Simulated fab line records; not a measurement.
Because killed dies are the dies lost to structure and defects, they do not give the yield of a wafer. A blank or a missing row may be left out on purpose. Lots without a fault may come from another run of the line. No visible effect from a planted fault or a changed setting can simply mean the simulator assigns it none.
A single fault, viewed from 2 desks :: flow n5_finfet :: numbers are kept per desk, each desk with only its own; the story behind them comes last

THE DEFECT DESK
What the inspections along the route counted, lot by lot: means of the sampled wafers that have a number. Any lot whose mean is over 4 standard deviations away from the usual mean is out of limits and marked OUT; that distance is given in the brackets.
Columns: A = raw_defect_count at N5_BEOL_M12_INSPECT_12, usual 2.3
lot: L860
first seen here: day 10 16:23
A: 1.3

lot: L864
first seen here: day 11 03:50
A: 2.3

lot: L865
first seen here: day 11 17:28
A: 3.0

lot: L875
first seen here: day 15 04:14
A: 1.7

lot: L878
first seen here: day 15 06:56
A: 3.3

lot: L877
first seen here: day 15 11:23
A: 2.7

lot: L881
first seen here: day 16 12:04
A: 2.0

lot: L883
first seen here: day 16 12:38
A: 2.3
This desk's finding: nothing out of limits on any of the 8 lots.

FROM THE METROLOGY DESK
Means of the sampled wafers that have a number, per lot and without regard to the tool the lot ran on: this is what the gauges read. Any lot whose mean is over 4 standard deviations away from the usual mean is out of limits and marked OUT; that distance is given in the brackets. Of its 27 readings 7 are shown: the one that was out of limits first, and those that lie furthest out on some lot.
Columns: A = cd_nm at N5_BEOL_M12_CD_MEAS_28, usual 159.5 nm; B = COMB_M5 at N5_BEOL_M15_RC_MEAS_101, usual 3.6e-11 S/m; C = COMB_M6 at N5_BEOL_M15_RC_MEAS_101, usual 2.5e-11 S/m; D = SERP_M10 at N5_BEOL_M15_RC_MEAS_101, usual 3.07 ohm/um; E = SERP_M12 at N5_BEOL_M15_RC_MEAS_101, usual 0.641 ohm/um; F = SERP_M12_max_site at N5_BEOL_M15_RC_MEAS_101, usual 0.654 ohm/um; G = SERP_M13 at N5_BEOL_M15_RC_MEAS_101, usual 0.311 ohm/um
lot: L860
first seen here: day 10 17:21
A: 158.2
B: 5.2e-11
C: 2.4e-11
D: 3.17
E: 0.660
F: 0.667
G: 0.310

lot: L864
first seen here: day 11 04:43
A: 161.3
B: 3.7e-11
C: 2.4e-11
D: 2.95
E: 0.635
F: 0.649
G: 0.313

lot: L865
first seen here: day 11 18:25
A: 164.8 (+4.4) OUT
B: 3.3e-11
C: 3.9e-11
D: 2.99
E: 0.609
F: 0.623
G: 0.302

lot: L875
first seen here: day 15 05:06
A: 159.0
B: 3.4e-11
C: 2.3e-11
D: 3.06
E: 0.645
F: 0.655
G: 0.311

lot: L878
first seen here: day 15 07:51
A: 159.1
B: 3.2e-11
C: 2.5e-11
D: 3.04
E: 0.643
F: 0.651
G: 0.313

lot: L877
first seen here: day 15 12:46
A: 158.5
B: 3.1e-11
C: 1.9e-11
D: 3.09
E: 0.653
F: 0.666
G: 0.300

lot: L881
first seen here: day 16 12:55
A: 159.7
B: 3.7e-11
C: 2.7e-11
D: 3.11
E: 0.649
F: 0.663
G: 0.311

lot: L883
first seen here: day 16 13:37
A: 159.0
B: 4.4e-11
C: 2.6e-11
D: 3.08
E: 0.637
F: 0.651
G: 0.311
This desk's verdict: out of limits on L865, starting with L865 at day 11 18:25 (cd_nm at N5_BEOL_M12_CD_MEAS_28). Within limits: L860, L864, L875, L878, L877, L881, L883.

PUT TOGETHER
At day 11 18:25 the metrology desk could have sounded an alarm, on L865.
Nothing out of limits was seen by the defect desk.
The defect desk has L865 on record, within its limits.
N5_BEOL_M12_EXPOSE_25 was run on krf_scanner-01 by each of the lots named.

WHAT THE SIMULATOR HAD PUT IN
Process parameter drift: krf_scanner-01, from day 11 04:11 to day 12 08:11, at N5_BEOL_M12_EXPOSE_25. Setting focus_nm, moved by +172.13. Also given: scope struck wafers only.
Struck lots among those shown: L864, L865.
Delay in hours, fault start to first out-of-limits reading, per desk: metrology desk 14.
